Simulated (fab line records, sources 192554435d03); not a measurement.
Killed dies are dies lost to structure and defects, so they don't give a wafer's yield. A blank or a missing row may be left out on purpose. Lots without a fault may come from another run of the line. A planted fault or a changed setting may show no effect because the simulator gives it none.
fab line records | flow n5_finfet
record lots=8 wafers=24 last_day=20
route steps=1938 shown BEOL_M1@773 BEOL_M4@1111 PASSIVATION@1936
lots that met no fault: from a run of the same line without faults
start_h: hours from the record's first day to the start of the lot's first wafer shown | wait_h: hours since the lot's step before | " the same as in the row above | L1.1+2: a row that stands for several wafers | - no value, or no start given | * or withheld: withheld | < > ~ a bound
route shown NAME@n: a module of which the file shows steps, and the number in the route of the first | usual: mean/standard deviation of fault-free wafers | same: alike in all rows | chamber/n: place in a boat | sites: the reading at each site | _std_site: their standard deviation | _edge_site: outer sites' mean less inner sites' | radius_mm: how far each site lies from the wafer's centre | mask NAME#n: copy n | behind: the tool/chamber that last shaped the wafer | hold: why the lot was held/for how many hours/how that ended | device: the transistor (n, p or np) that didn't switch | end of line: the same wafers' tests at the end of the route | a step without rows: its recipe alone | killed: dies lost to structure and defects at the first sort, not the wafer's yield | map: a wafer's dies, x killed, . not, _ none there
set.NAME: the setting as run; set.NAME@STEP: as run at that earlier step | model.NAME: the simulator's own value behind a step, which no gauge read
steps of the route over a sample of lots; a table a step, a row a wafer
services: from which hour (start_h, from the record's first day; less than 0 if before it) a tool's chamber was out of use, for how many hours, and why
## steps
# step N5_BEOL_M1_STRIP_66
# recipe chemistry=CF4 resist=SiARC power_w=300 bias_power_w=75 pressure_mtorr=50 cf4_flow_sccm=150 rf_frequency_hz=6e+07
# usual drypump_motor_current_A=5.6/0.48 oes_product_au=0.78/0.057 rf_fwd_power_W=292.4/0.87 rf_vpp_V=271.0/1.3 showerhead_plenum_p_Torr=1.79/0.054 throttle_valve_pct=13.51/0.16
# columns lot.wafer tool chamber start_h wait_h drypump_motor_current_A oes_product_au rf_fwd_power_W rf_hours_counter_h rf_vpp_V showerhead_plenum_p_Torr throttle_valve_pct
L916.2 rie_diel-05 2 143.67 0.0 4.9 0.87 291.4 37 272.7 1.83 13.37
L916.4 " 3 " " 6.1 0.78 291.7 - 270.2 1.78 13.45
L916.5 " 2 " " 4.9 0.87 291.8 - 271.8 1.83 13.36
L917.1 rie_diel-03 3 153.52 0.0 5.1 0.83 292.8 81 272.9 1.89 13.54
L917.2 " 0 " " 5.5 0.75 293.8 155 271.4 1.80 13.49
L917.6 " 0 " " 5.4 0.75 292.3 - 271.0 1.80 13.47
L918.1 rie_diel-03 3 163.45 0.0 5.1 0.83 292.6 84 273.7 1.89 13.56
L918.3 " 1 " " 5.4 0.87 292.8 33 268.4 1.76 13.29
L918.6 " 2 " " 6.1 0.75 292.5 - 268.7 1.72 13.34
L923.1 rie_diel-06 2 188.35 0.0 6.0 0.77 292.4 113 271.0 1.80 13.72
L923.2 " 1 " " 5.5 0.78 291.3 122 267.1 1.68 13.73
L923.6 " 2 " " 6.1 0.77 292.8 - 270.5 1.80 13.72
L930.2 rie_diel-05 3 232.97 0.0 6.1 0.76 291.2 165 270.8 1.77 13.52
L930.5 " 3 " " 6.1 0.75 291.1 - 271.0 1.77 13.50
L930.6 " 2 " " 4.9 0.83 290.0 - 271.9 1.82 13.43
L933.2 rie_diel-03 1 248.29 0.0 5.4 0.83 293.3 60 269.1 1.75 13.34
L933.3 " 2 " " 6.1 0.73 293.0 186 270.2 1.72 13.38
L933.5 " 0 " " 5.4 0.73 293.2 - 270.7 1.79 13.56
L934.1 rie_diel-05 0 262.55 0.0 5.6 0.69 293.2 229 272.1 1.78 13.85
L934.3 " 2 " " 4.8 0.82 291.6 75 272.6 1.82 13.47
L934.5 " 2 " " 4.8 0.82 291.4 - 269.9 1.82 13.46
L935.1 rie_diel-03 3 264.63 0.0 5.1 0.79 292.0 116 272.7 1.88 13.61
L935.2 " 0 " " 5.5 0.73 292.6 191 270.1 1.79 13.56
L935.3 " 2 " " 6.1 0.72 291.7 192 270.1 1.72 13.41
# step N5_BEOL_M1_STRIP_19
# recipe chemistry=O2 power_w=400 temp_c=40 pressure_mtorr=30 rf_frequency_hz=6e+07 bias_power_w=0 overash_fraction=0.2 o2_flow_sccm=225
# usual drypump_motor_current_A=5.7/0.45 oes_product_au=0.79/0.062 rf_vpp_V=3.7/0.42 showerhead_plenum_p_Torr=2.10/0.07 throttle_valve_pct=16.61/0.18
# columns lot.wafer tool chamber start_h wait_h drypump_motor_current_A oes_product_au rf_hours_counter_h rf_vpp_V showerhead_plenum_p_Torr throttle_valve_pct
L916.2 rie_diel-06 3 143.82 0.1 5.7 0.75 145 3.5 2.17 16.54
L916.4 " 0 " " 5.9 0.76 - 3.9 2.18 16.46
L916.5 " 2 " " 6.0 0.78 - 3.5 2.13 16.90
L917.1 rie_diel-05 0 153.67 0.1 5.6 0.71 196 3.7 2.09 16.84
L917.2 " 2 " " 4.8 0.87 39 3.6 2.14 16.47
L917.6 " 3 " " 6.1 0.78 - 3.2 2.12 16.69
L918.1 rie_diel-03 1 163.61 0.1 5.4 0.90 33 3.3 2.04 16.36
L918.3 " 0 " " 5.5 0.77 159 4.3 2.10 16.57
L918.6 " 2 " " 6.2 0.76 - 2.9 2.00 16.33
L923.1 rie_diel-06 0 188.50 0.1 5.9 0.75 165 3.6 2.17 16.49
L923.2 " 3 " " 5.7 0.75 160 3.1 2.16 16.56
L923.6 " 2 " " 6.0 0.77 - 3.2 2.13 16.93
L930.2 rie_diel-06 3 233.13 0.1 5.7 0.74 172 3.3 2.16 16.57
L930.5 " 0 " " 5.9 0.73 - 3.3 2.17 16.52
L930.6 " 1 " " 5.5 0.79 - 4.1 1.93 16.77
L933.2 rie_diel-05 1 248.44 0.1 6.5 0.87 26 3.6 2.05 16.47
L933.3 " 3 " " 6.1 0.74 171 4.1 2.11 16.74
L933.5 " 3 " " 6.1 0.74 - 3.9 2.11 16.73
L934.1 rie_diel-03 0 262.83 0.2 5.5 0.74 190 3.3 2.09 16.61
L934.3 " 1 " " 5.4 0.85 65 3.9 2.03 16.39
L934.5 " 1 " " 5.4 0.85 - 4.0 2.03 16.41
L935.1 rie_diel-05 2 264.80 0.1 4.8 0.84 75 4.1 2.12 16.54
L935.2 " 3 " " 6.1 0.75 175 3.5 2.11 16.73
L935.3 " 0 " " 5.6 0.69 230 3.6 2.08 16.92
# step N5_BEOL_M1_ETCH_77
# recipe chemistry=N2/H2 target=underlayer target_depth_a=65 mask_material=CAR-EUV time_s=5.2 ion_energy_ev=200 pressure_mtorr=30 source_w=840 bias_w=150 n2_flow_sccm=200 h2_flow_sccm=200 ends=cleared
# usual bias_w=150.0/0.44 drypump_motor_current_A=5.7/0.38 etch_rf_on_time_s=5.17/0.14 oes_product_au=0.67/0.044 rf_fwd_power_W=819.8/2.5 rf_vpp_V=524.0/2.9 showerhead_plenum_p_Torr=2.54/0.1 throttle_valve_pct=17.77/0.23
# columns lot.wafer tool chamber start_h wait_h bias_w drypump_motor_current_A etch_rf_on_time_s oes_product_au rf_fwd_power_W rf_hours_counter_h rf_vpp_V showerhead_plenum_p_Torr throttle_valve_pct
L916.2 rie_diel-03 0 144.43 0.0 150.5 5.5 5.15 0.66 818.3 152 524.8 2.55 17.69
L916.4 " 1 " " 149.6 5.4 4.99 0.79 824.6 27 521.4 2.47 17.37
L916.5 " 3 " " 149.7 5.1 5.36 0.70 823.6 - 525.0 2.68 17.81
L917.1 rie_diel-06 0 154.34 0.0 150.3 5.9 5.15 0.66 824.0 155 528.3 2.66 17.68
L917.2 " 3 " " 150.0 5.7 5.34 0.64 820.6 150 526.0 2.64 17.73
L917.6 " 2 " " 150.5 6.0 5.25 0.67 821.2 - 522.4 2.57 18.12
L918.1 rie_diel-06 2 164.54 0.0 149.9 6.0 5.28 0.66 816.2 107 524.0 2.57 18.15
L918.3 " 1 " " 150.5 5.6 5.06 0.69 820.3 115 519.6 2.36 18.06
L918.6 " 2 " " 150.8 6.0 5.29 0.66 819.1 - 524.5 2.57 18.14
L923.1 rie_diel-05 1 189.05 0.0 150.1 6.5 5.11 0.81 818.5 5 523.4 2.49 17.64
L923.2 " 2 " " 149.6 4.8 5.14 0.75 819.0 51 524.5 2.59 17.56
L923.6 " 3 " " 150.0 6.1 5.26 0.66 821.6 - 522.8 2.55 17.94
L930.2 rie_diel-03 3 233.80 0.0 150.1 5.1 5.36 0.67 816.4 106 527.7 2.67 17.85
L930.5 " 3 " " 150.0 5.1 5.33 0.67 820.1 - 526.5 2.67 17.90
L930.6 " 2 " " 150.2 6.1 5.11 0.63 819.6 - 520.5 2.43 17.52
L933.2 rie_diel-03 1 249.15 0.0 149.9 5.4 4.96 0.73 817.8 61 521.5 2.46 17.45
L933.3 " 3 " " 150.1 5.1 5.37 0.68 821.9 111 529.5 2.66 17.90
L933.5 " 2 " " 150.0 6.1 5.05 0.64 819.6 - 520.8 2.43 17.55
L934.1 rie_diel-06 1 263.70 0.0 149.0 5.6 5.01 0.67 815.9 143 518.3 2.35 18.14
L934.3 " 0 " " 150.7 5.9 5.11 0.63 818.9 187 525.6 2.64 17.71
L934.5 " 2 " " 150.5 6.1 5.25 0.63 818.3 - 523.2 2.56 18.19
L935.1 rie_diel-05 0 265.35 0.0 149.0 5.6 5.39 0.59 820.1 230 523.9 2.50 18.01
L935.2 " 2 " " 150.1 4.9 5.22 0.71 816.7 76 523.5 2.58 17.62
L935.3 " 1 " " 149.7 6.5 5.22 0.75 821.9 31 524.4 2.48 17.66
# step N5_BEOL_M1_VIA_ETCH_34
# recipe chemistry=C4F6/O2 target_depth_a=678 mask_material=SOC pressure_mtorr=15 ion_energy_ev=250 taper_deg=4 time_s=64.4 source_w=350 bias_w=170 Ar_flow_sccm=300 C4F6_flow_sccm=10 O2_flow_sccm=10
# usual bias_w=170.0/0.47 drypump_motor_current_A=5.7/0.43 oes_product_au=0.78/0.063 rf_fwd_power_W=346.9/1.3 rf_vpp_V=665/14 showerhead_plenum_p_Torr=2.84/0.095 throttle_valve_pct=30.65/0.22
# columns lot.wafer tool chamber start_h wait_h bias_w drypump_motor_current_A oes_product_au rf_fwd_power_W rf_hours_counter_h rf_vpp_V showerhead_plenum_p_Torr throttle_valve_pct
L916.2 rie_diel-05 3 152.21 0.0 170.1 6.1 0.78 347.9 137 676 2.84 30.50
L916.4 " 3 " " 170.8 6.1 0.78 350.0 - 677 2.84 30.50
L916.5 " 0 " " 171.2 5.6 0.71 348.1 - 650 2.81 30.81
L917.1 rie_diel-05 0 163.71 0.0 170.3 5.6 0.70 347.3 200 649 2.81 30.82
L917.2 " 2 " " 170.0 4.9 0.88 346.6 43 659 2.92 30.77
L917.6 " 0 " " 170.5 5.6 0.71 348.2 - 650 2.81 30.80
L918.1 rie_diel-06 2 172.12 0.0 169.5 6.1 0.78 347.3 109 653 2.88 31.07
L918.3 " 3 " " 170.5 5.7 0.75 348.4 155 682 2.97 30.88
L918.6 " 3 " " 170.3 5.7 0.74 347.0 - 682 2.97 30.89
L923.1 rie_diel-03 3 190.47 0.0 169.5 5.1 0.82 347.7 92 654 2.99 30.75
L923.2 " 1 " " 169.9 5.4 0.88 348.1 42 639 2.79 30.60
L923.6 " 1 " " 169.4 5.4 0.89 347.2 - 640 2.79 30.61
L930.2 rie_diel-05 2 235.71 0.0 169.9 4.9 0.85 347.5 66 658 2.91 30.81
L930.5 " 0 " " 190.6 5.6 0.71 347.1 - 714 2.80 30.84
L930.6 " 3 " " 169.6 6.1 0.76 348.8 - 677 2.83 30.53
L933.2 rie_diel-03 1 257.98 0.0 170.2 5.4 0.86 345.6 63 637 2.78 30.62
L933.3 " 3 " " 170.5 5.1 0.79 345.8 113 654 2.98 30.78
L933.5 " 1 " " 170.5 5.4 0.85 347.5 - 638 2.78 30.63
L935.1 rie_diel-03 1 266.07 0.0 169.6 5.4 0.84 347.2 66 638 2.78 30.62
L935.2 " 3 " " 170.5 5.1 0.79 346.6 116 654 2.98 30.78
L935.3 " 2 " " 170.7 6.1 0.74 347.7 192 669 2.72 30.47
L934.1 rie_diel-03 2 266.71 0.0 170.2 6.1 0.73 349.8 192 671 2.72 30.46
L934.3 " 1 " " 170.1 5.4 0.84 347.6 66 639 2.78 30.62
L934.5 " 3 " " 169.0 5.1 0.78 344.8 - 653 2.98 30.76
# step N5_BEOL_M4_RC_MEAS_101
# usual DIBL_N=36.7/1.8 DIBL_P=37.0/2.4 IOFF_N=0.17/0.036 IOFF_P=0.22/0.042 ION_N=673/12 ION_P=462/8.5 SS_N=71.7/0.62 SS_P=73.4/0.65 VT_N=250/3.7 VT_P=-250/3.7
# columns lot.wafer tool chamber start_h wait_h DIBL_N[mV/V] DIBL_P[mV/V] IOFF_N[nA/um] IOFF_P[nA/um] ION_N[uA/um] ION_P[uA/um] SS_N[mV/dec] SS_P[mV/dec] VT_N[mV] VT_P[mV]
L917.1 prober-01 0 204.56 0.0 37.7 38.4 0.17 0.21 670 455 72.2 73.5 251 -253
L917.2 " 0 " " 34.6 34.7 0.13 0.16 671 456 71.1 72.0 252 -255
L917.6 " 0 " " 35.9 35.1 0.14 0.17 655 447 71.1 73.6 252 -254
L916.2 prober-02 0 214.95 0.2 34.1 34.9 0.11 0.15 642 447 71.1 73.3 257 -253
L916.4 " 0 " " 36.1 36.7 0.13 0.18 654 443 71.3 72.7 257 -252
L916.5 " 0 " " 33.6 34.7 0.11 0.15 647 446 70.5 72.5 256 -255
L918.1 prober-01 0 233.22 0.0 35.5 35.9 0.15 0.21 669 461 71.5 72.5 248 -252
L918.3 " 0 " " 36.9 37.3 0.17 0.22 669 460 72.1 73.8 250 -252
L918.6 " 0 " " 39.9 40.9 0.24 0.27 687 463 73.2 74.7 244 -250
L923.1 prober-02 0 237.03 0.0 37.4 38.1 0.18 0.23 675 459 71.5 74.1 248 -251
L923.2 " 0 " " 36.3 37.3 0.16 0.23 687 471 71.8 73.4 249 -250
L923.6 " 0 " " 37.2 36.4 0.16 0.21 689 470 71.9 73.1 248 -250
L930.2 prober-02 0 287.12 0.2 38.5 35.5 0.19 0.22 677 463 73.4 73.6 249 -246
L930.5 " 0 " " 36.2 32.7 0.14 0.17 662 453 71.1 72.6 253 -251
L930.6 " 0 " " 35.7 33.9 0.16 0.20 686 471 71.4 72.8 250 -249
L933.2 prober-02 0 302.50 0.2 38.1 36.4 0.17 0.25 687 471 71.4 73.9 247 -248
L933.3 " 0 " " 39.6 38.4 0.20 0.29 671 462 72.5 73.2 250 -247
L933.5 " 0 " " 37.0 35.7 0.15 0.23 683 470 70.7 73.3 249 -248
L934.1 prober-02 0 330.73 0.0 37.6 38.4 0.18 0.24 684 467 72.0 72.7 248 -250
L934.3 " 0 " " 36.9 37.5 0.16 0.22 671 460 71.8 73.1 249 -254
L934.5 " 0 " " 36.6 37.7 0.16 0.23 676 469 71.8 73.9 249 -251
L935.1 prober-01 0 355.73 0.0 36.6 36.4 0.15 0.19 669 454 71.8 72.8 251 -252
L935.2 " 0 " " 36.8 35.9 0.16 0.20 682 464 71.9 73.6 248 -253
L935.3 " 0 " " 35.9 35.0 0.14 0.18 670 455 71.6 73.4 251 -254
# step N5_PASSIVATION_PROBE_49
# usual defect_limited_yield=91.1/1.4 killed_at_M0_to_M3=32/9.3 killed_at_M4_up=13/5.8 killed_at_contacts=12/6.3 killed_at_front_end=44/12 killed_at_other=3.6/2.7 killed_dies=104/17 killed_on_rim=14/3.9 killed_open=69/13 killed_short=34/6.9 sort_bin_5_function=5.2/0.98 sort_bin_6_memory=3.3/0.59 sort_bin_8_speed=0.01/0.039 sort_n_pass=1075/17 sort_yield_pct=91.1/1.4
# same gross_dies=1180 killed_at_back_side=0 sort_bin_4_leakage[%]=0
# columns lot.wafer tool chamber start_h wait_h defect_limited_yield[%] killed_at_M0_to_M3 killed_at_M4_up killed_at_contacts killed_at_front_end killed_at_other killed_dies killed_on_rim killed_open killed_short sort_bin_5_function[%] sort_bin_6_memory[%] sort_bin_8_speed[%] sort_n_pass sort_yield_pct[%]
L930.2 prober-01 - 392.20 0.1 92.1 33 11 14 30 5 93 15 63 30 4.4 3.2 0 1087 92.1
L930.5 prober-01 - 392.35 0.2 91.7 26 15 19 32 6 98 12 69 29 5.3 3.0 0 1082 91.7
L930.6 prober-01 - 392.40 0.3 88.7 43 17 14 57 2 133 20 94 39 6.7 4.3 0 1047 88.7
L933.2 prober-02 - 408.59 0.1 89.7 42 8 7 62 3 122 21 84 35 6.7 3.2 0 1058 89.7
L933.3 prober-02 - 408.64 0.1 88.6 75 9 13 33 4 134 14 89 41 6.9 3.9 0 1046 88.6
L933.5 prober-02 - 408.74 0.2 88.7 51 7 10 62 3 133 16 88 44 6.7 4.1 0 1047 88.7
# killed by level:class
L930.2 BEOL_M3:geometric_particle:open=12 MOL_CONTACT_COAG:geometric_particle:open=11 FIN_SAQP:geometric_particle:open=7 FIN_SAQP:geometric_particle:short=6 BEOL_M0_SAQP:geometric_particle:short=6 DUMMY_GATE:geometric_particle:open=5 BEOL_M0_SAQP:geometric_particle:open=4 BEOL_M2:geometric_particle:open=4
L930.5 MOL_CONTACT_COAG:geometric_particle:open=13 BEOL_M3:geometric_particle:open=8 FIN_SAQP:geometric_particle:short=6 BEOL_M4:geometric_particle:open=6 MOL_CONTACT_COAG:geometric_particle:short=6 BEOL_M2:geometric_particle:open=6 STI_FIN_REVEAL:geometric_particle:open=5 FIN_SAQP:geometric_particle:open=4
L930.6 FIN_SAQP:geometric_particle:open=13 BEOL_M0_SAQP:geometric_particle:short=11 MOL_CONTACT_COAG:geometric_particle:open=10 BEOL_M4:geometric_particle:open=10 STI_FIN_REVEAL:geometric_particle:open=9 BEOL_M0_SAQP:geometric_particle:open=9 DUMMY_GATE:geometric_particle:open=7 BEOL_M3:geometric_particle:open=7
L933.2 STI_FIN_REVEAL:geometric_particle:open=20 BEOL_M2:geometric_particle:open=13 FIN_SAQP:geometric_particle:open=12 BEOL_M0_SAQP:geometric_particle:short=9 STI_FIN_REVEAL:geometric_particle:short=6 BEOL_M0_SAQP:geometric_particle:open=6 FIN_SAQP:geometric_particle:short=5 MOL_CONTACT_COAG:geometric_particle:open=5
L933.3 BEOL_M0_SAQP:geometric_particle:open=23 BEOL_M0_SAQP:geometric_particle:short=14 BEOL_M1:geometric_particle:open=10 BEOL_M2:geometric_particle:open=10 MOL_CONTACT_COAG:geometric_particle:open=9 FIN_SAQP:geometric_particle:open=6 STI_FIN_REVEAL:geometric_particle:open=6 BEOL_M0:geometric_particle:open=6
L933.5 STI_FIN_REVEAL:geometric_particle:open=20 BEOL_M2:geometric_particle:open=17 FIN_SAQP:geometric_particle:open=10 BEOL_M0_SAQP:geometric_particle:short=10 FIN_SAQP:geometric_particle:short=9 MOL_CONTACT_COAG:geometric_particle:open=8 DUMMY_GATE:geometric_particle:open=6 BEOL_M0_SAQP:geometric_particle:open=6
## services
# columns tool chamber start_h hours kind
rie_diel-05 1 134.88 12.3 repair
rie_diel-06 1 142.70 5.8 repair
rie_diel-05 1 150.32 - clean
rie_diel-05 1 150.32 - consumable_replace:focus_ring
rie_diel-05 1 150.32 18.0 scheduled_down
rie_diel-05 1 150.32 18.0 vent_cycle
rie_diel-06 2 160.23 3.0 repair
rie_diel-06 - 190.75 2.8 pm
rie_diel-05 0 192.21 5.8 repair
rie_diel-05 - 195.70 0.7 repair
rie_diel-03 2 225.59 2.0 repair
rie_diel-05 0 241.22 3.8 repair
## key
first_sign step=N5_BEOL_M1_VIA_ETCH_34 reading=bias_w direction=up sigmas=43 usual=* struck=*
effect step=N5_BEOL_M1_VIA_ETCH_34 reading=rf_vpp_V direction=up sigmas=3.6 usual=665 struck=714
met_at N5_BEOL_M1_VIA_ETCH_34
struck_lots L930
struck_wafers L930.5
not_acting_at N5_BEOL_M1_STRIP_66,N5_BEOL_M1_STRIP_19,N5_BEOL_M1_ETCH_77
onset_between 163.71 235.71
fault kind=process_parameter_drift tool=rie_diel-05 chamber=0 onset_h=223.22 steps=N5_BEOL_M1_VIA_ETCH_34 channel=bias_w offset=* shape=step acts_in=* stated=*
